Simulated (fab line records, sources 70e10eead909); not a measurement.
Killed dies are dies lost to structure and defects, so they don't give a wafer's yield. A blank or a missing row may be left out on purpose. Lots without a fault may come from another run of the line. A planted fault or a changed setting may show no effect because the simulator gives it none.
fab line records | flow nand_harc
record lots=6 wafers=16 last_day=33
route steps=1302 shown A_ONON_D1@432
lots that met no fault: from a run of the same line without faults
start_h: hours from the record's first day to the start of the lot's first wafer shown | wait_h: hours since the lot's step before | " the same as in the row above | L1.1+2: a row that stands for several wafers | - no value, or no start given | * or withheld: withheld | < > ~ a bound
route shown NAME@n: a module of which the file shows steps, and the number in the route of the first | usual: mean/standard deviation of fault-free wafers | same: alike in all rows | chamber/n: place in a boat | sites: the reading at each site | _std_site: their standard deviation | _edge_site: outer sites' mean less inner sites' | radius_mm: how far each site lies from the wafer's centre | mask NAME#n: copy n | behind: the tool/chamber that last shaped the wafer | hold: why the lot was held/for how many hours/how that ended | device: the transistor (n, p or np) that didn't switch | end of line: the same wafers' tests at the end of the route | a step without rows: its recipe alone | killed: dies lost to structure and defects at the first sort, not the wafer's yield | map: a wafer's dies, x killed, . not, _ none there
set.NAME: the setting as run; set.NAME@STEP: as run at that earlier step | model.NAME: the simulator's own value behind a step, which no gauge read
lots at some steps of the route; a table a step, a row a wafer
services: from which hour (start_h, from the record's first day; less than 0 if before it) a tool's chamber was out of use, for how many hours, and why
## steps
# step NHARC_A_ONON_D1_DEP_12
# recipe target_thk_a=10000 n2_flow_sccm=2750 n2o_flow_sccm=2000 nh3_flow_sccm=500 sih4_flow_sccm=210 temp_c=400
# step NHARC_A_ONON_D1_THK_MEAS_14
# recipe thk_meas_gauge=ellipsometry
# usual thk_nm=999/11
# columns lot.wafer tool chamber start_h wait_h thk_nm
L998.2 film_metro-02 - 212.93 - 987
L998.3 " - " " 987
L998.5 " - " " 988
L106.1 film_metro-01 - 294.07 - 1029
L106.3 " - " " 1028
L106.6 " - " " 1026
L109.1 film_metro-02 - 332.42 - 994
L109.5 " - " " 994
L111.1 film_metro-02 - 339.85 - 1002
L111.6 " - " " 1002
L114.4 film_metro-01 - 372.73 - 998
L114.5 " - " " 999
L114.6 " - " " 999
L116.2 film_metro-01 - 398.13 - 992
L116.4 " - " " 991
L116.6 " - " " 993
# step NHARC_A_ONON_D1_ANNEAL_15
# recipe temp_c=750 time_s=3600
# step NHARC_A_ONON_D1_DEP_16
# recipe target_thk_a=10000 n2_flow_sccm=2750 n2o_flow_sccm=2000 nh3_flow_sccm=500 sih4_flow_sccm=210 temp_c=400
# step NHARC_A_ONON_D1_THK_MEAS_18
# recipe thk_meas_gauge=ellipsometry
# usual thk_nm=1001/9.2
# columns lot.wafer tool chamber start_h wait_h thk_nm
L998.2 film_metro-01 - 221.31 - 990
L998.3 " - " " 989
L998.5 " - " " 991
L106.1 film_metro-01 - 301.90 - 1000
L106.3 " - " " 1001
L106.6 " - " " 1000
L109.1 film_metro-02 - 340.21 - 991
L109.5 " - " " 996
L111.1 film_metro-01 - 350.33 - 1002
L111.6 " - " " 1001
L114.4 film_metro-01 - 380.54 - 1011
L114.5 " - " " 1011
L114.6 " - " " 1013
L116.2 film_metro-01 - 405.93 - 1002
L116.4 " - " " 1002
L116.6 " - " " 1004
# step NHARC_A_ONON_D1_DEP_19
# recipe target_thk_a=10000 n2_flow_sccm=2750 n2o_flow_sccm=2000 nh3_flow_sccm=500 sih4_flow_sccm=210 temp_c=400
# step NHARC_A_ONON_D1_THK_MEAS_21
# recipe thk_meas_gauge=ellipsometry
# usual thk_nm=1000/7.4
# columns lot.wafer tool chamber start_h wait_h thk_nm
L998.2 film_metro-01 - 221.88 - 1007
L998.3 " - " " 1008
L998.5 " - " " 1008
L106.1 film_metro-01 - 302.47 - 979
L106.3 " - " " 979
L106.6 " - " " 980
L109.1 film_metro-02 - 340.78 - 987
L109.5 " - " " 991
L111.1 film_metro-02 - 350.89 - 1001
L111.6 " - " " 1000
L114.4 film_metro-01 - 381.11 - 990
L114.5 " - " " 988
L114.6 " - " " 989
L116.2 film_metro-02 - 406.49 - 1004
L116.4 " - " " 1004
L116.6 " - " " 1004
# step NHARC_A_ONON_D1_DEP_22
# recipe target_thk_a=10000 n2_flow_sccm=2750 n2o_flow_sccm=2000 nh3_flow_sccm=500 sih4_flow_sccm=210 temp_c=400
# step NHARC_A_ONON_D1_THK_MEAS_24
# recipe thk_meas_gauge=ellipsometry
# usual thk_nm=996/11
# columns lot.wafer tool chamber start_h wait_h thk_nm
L998.2 film_metro-01 - 222.44 - 1000
L998.3 " - " " 1000
L998.5 " - " " 999
L106.1 film_metro-01 - 303.03 - 1010
L106.3 " - " " 1011
L106.6 " - " " 1009
L109.1 film_metro-02 - 341.33 - 982
L109.5 " - " " 980
L111.1 film_metro-02 - 351.46 - 994
L111.6 " - " " 994
L114.4 film_metro-01 - 381.67 - 971
L114.5 " - " " 970
L114.6 " - " " 971
L116.2 film_metro-01 - 407.05 - 993
L116.4 " - " " 993
L116.6 " - " " 992
# step NHARC_A_ONON_D1_DEP_25
# recipe target_thk_a=10000 n2_flow_sccm=2750 n2o_flow_sccm=2000 nh3_flow_sccm=500 sih4_flow_sccm=210 temp_c=400
# step NHARC_A_ONON_D1_THK_MEAS_27
# recipe thk_meas_gauge=ellipsometry
# usual thk_nm=999/9.7
# columns lot.wafer tool chamber start_h wait_h thk_nm
L998.2 film_metro-01 - 223.01 - 1014
L998.3 " - " " 1013
L998.5 " - " " 1013
L106.1 film_metro-01 - 303.59 - 1025
L106.3 " - " " 1026
L106.6 " - " " 1026
L109.1 film_metro-02 - 341.90 - 998
L109.5 " - " " 999
L111.1 film_metro-02 - 352.02 - 998
L111.6 " - " " 997
L114.4 film_metro-01 - 382.24 - 1003
L114.5 " - " " 1003
L114.6 " - " " 1003
L116.2 film_metro-02 - 407.62 - 998
L116.4 " - " " 997
L116.6 " - " " 997
# step NHARC_A_ONON_D1_DEP_28
# recipe target_thk_a=10000 n2_flow_sccm=2750 n2o_flow_sccm=2000 nh3_flow_sccm=500 sih4_flow_sccm=210 temp_c=400
# columns lot.wafer tool chamber start_h wait_h
L998.2+3+5 pecvd_onon-01 0 223.12 0.1
L106.1+3+6 pecvd_onon-03 0 303.65 0.1
L109.1+5 pecvd_onon-03 0 341.95 0.1
L111.1+6 pecvd_onon-03 0 352.07 0.1
L114.4+5+6 pecvd_onon-04 0 382.47 0.2
L116.2+4+6 pecvd_onon-04 0 407.74 0.1
# step NHARC_A_ONON_D1_THK_MEAS_30
# recipe thk_meas_gauge=ellipsometry
# usual thk_nm=999/10
# columns lot.wafer tool chamber start_h wait_h hold thk_nm
L998.2 film_metro-02 - 223.57 - - 997
L998.3 " - " " - 996
L998.5 " - " " - 999
L106.1 film_metro-01 - 304.16 - - 995
L106.3 " - " " - 992
L106.6 " - " " - 995
L109.1 film_metro-02 - 342.46 - await_dispo/0.2h/release 1519
L109.5 " - " " await_dispo/0.2h/release 1519
L109.1 film_metro-02 - 342.63 0.2 - 1519
L109.5 " - " " - 1518
L111.1 film_metro-01 - 352.58 - await_dispo/0.2h/release 1535
L111.6 " - " " await_dispo/0.2h/release 1537
L111.1 film_metro-01 - 352.75 0.2 - 1537
L111.6 " - " " - 1537
L114.4 film_metro-01 - 382.80 - - 1005
L114.5 " - " " - 1007
L114.6 " - " " - 1005
L116.2 film_metro-01 - 408.19 - - 994
L116.4 " - " " - 993
L116.6 " - " " - 992
# step NHARC_A_ONON_D1_DEP_33
# recipe target_thk_a=2000 temp_c=400 pressure_torr=6.5 rf_w=900 teos_flow_sccm=161.4 flow_sccm=2650 target_thk_nm=200 gas=O2 material=SiO2
# usual heater_power_w=606/72 showerhead_vpp_V=1830/140 throttle_valve_pct=16.1/0.48
# columns lot.wafer tool chamber start_h wait_h hold heater_power_w showerhead_vpp_V since_wet_clean_h throttle_valve_pct
L998.3 pecvd-02 0 223.67 0.1 - 517 2000 164 16.8
L998.2 " 1 " " - 572 2049 164 16.1
L998.5 " 2 " " - 654 1974 - 16.3
L106.3 pecvd-04 2 304.22 0.1 - 493 1764 22 16.0
L106.1 " 0 " " - 508 1687 22 16.3
L106.6 " 1 " " - 681 1709 - 15.9
L109.1 pecvd-04 2 348.90 6.3 await_dispo/6.0h/release 537 1784 67 16.1
L109.5 " 2 " " await_dispo/6.0h/release 549 1796 - 16.1
L111.1 pecvd-04 2 356.06 3.3 await_dispo/3.2h/release 554 1809 74 16.0
L111.6 " 0 " " await_dispo/3.2h/release 557 1689 - 16.2
L114.6 pecvd-04 2 382.99 0.2 - 552 1786 - 15.9
L114.4 " 0 " " - 599 1683 - 16.3
L114.5 " 1 " " - 706 1709 - 16.2
L116.2 pecvd-03 0 408.34 0.1 - 500 1664 29 16.7
L116.6 " 1 " " - 812 2037 - 15.1
L116.4 " 2 " " - 558 1766 - 15.4
## services
# columns tool chamber start_h hours kind
pecvd-03 2 212.01 2.9 repair
pecvd_onon-03 - 227.39 13.0 pm
pecvd-02 - 227.73 13.0 pm
pecvd-02 0 227.73 13.0 vent_cycle
pecvd-02 1 227.73 13.0 vent_cycle
pecvd-02 2 227.73 13.0 vent_cycle
pecvd-02 0 240.73 - clean
pecvd-03 0 246.28 14.8 repair
pecvd-02 - 260.28 3.9 repair
pecvd-03 - 260.54 40.8 repair
pecvd-04 1 267.62 12.7 repair
pecvd-04 - 269.00 13.0 pm
pecvd-04 0 269.00 13.0 vent_cycle
pecvd-04 2 269.00 13.0 vent_cycle
pecvd_onon-01 - 269.20 13.0 pm
pecvd-04 0 282.00 - clean
pecvd-04 1 282.00 - clean
pecvd-04 2 282.00 - clean
pecvd_onon-04 - 311.18 13.0 pm
pecvd-04 - 362.97 1.0 repair
pecvd-03 - 366.00 13.0 pm
pecvd_onon-01 - 383.33 6.7 repair
pecvd-03 0 402.14 5.6 repair
pecvd_onon-03 - 408.39 13.0 pm
## key
first_sign step=NHARC_A_ONON_D1_THK_MEAS_30 reading=visit direction=added
effect step=NHARC_A_ONON_D1_THK_MEAS_30 reading=thk_nm direction=up sigmas=51 usual=999 struck=1527
met_at NHARC_A_ONON_D1_DEP_28
struck_wafers L109.1,L109.5,L111.1,L111.6
later_rows_left_out L109.1,L109.5,L111.1,L111.6
sort_left_out L109.1,L109.5,L111.1,L111.6
tester_left_out L109,L111
onset_between 303.65 341.95
fault kind=process_parameter_drift tool=pecvd_onon-03 chamber=- onset_h=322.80 steps=NHARC_A_ONON_D1_DEP_28 channel=target_thk_a offset=* shape=step end_h=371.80 scope=struck_wafers_only acts_in=* stated=*
# tester_left_out: of these lots the tester's yield and bins aren't shown, on N5 and GAA mostly nor the transistor test; their killed dies are dies lost to structure and defects alone, not to doping, threshold or leakage, so they don't give the yield
# sort_left_out: the simulated sort isn't trusted on such a fault, so these wafers' sort isn't shown, and their yield isn't known
# later_rows_left_out: the simulator's readings of these wafers behind a module that went badly wrong aren't trusted and aren't shown, but for the sort
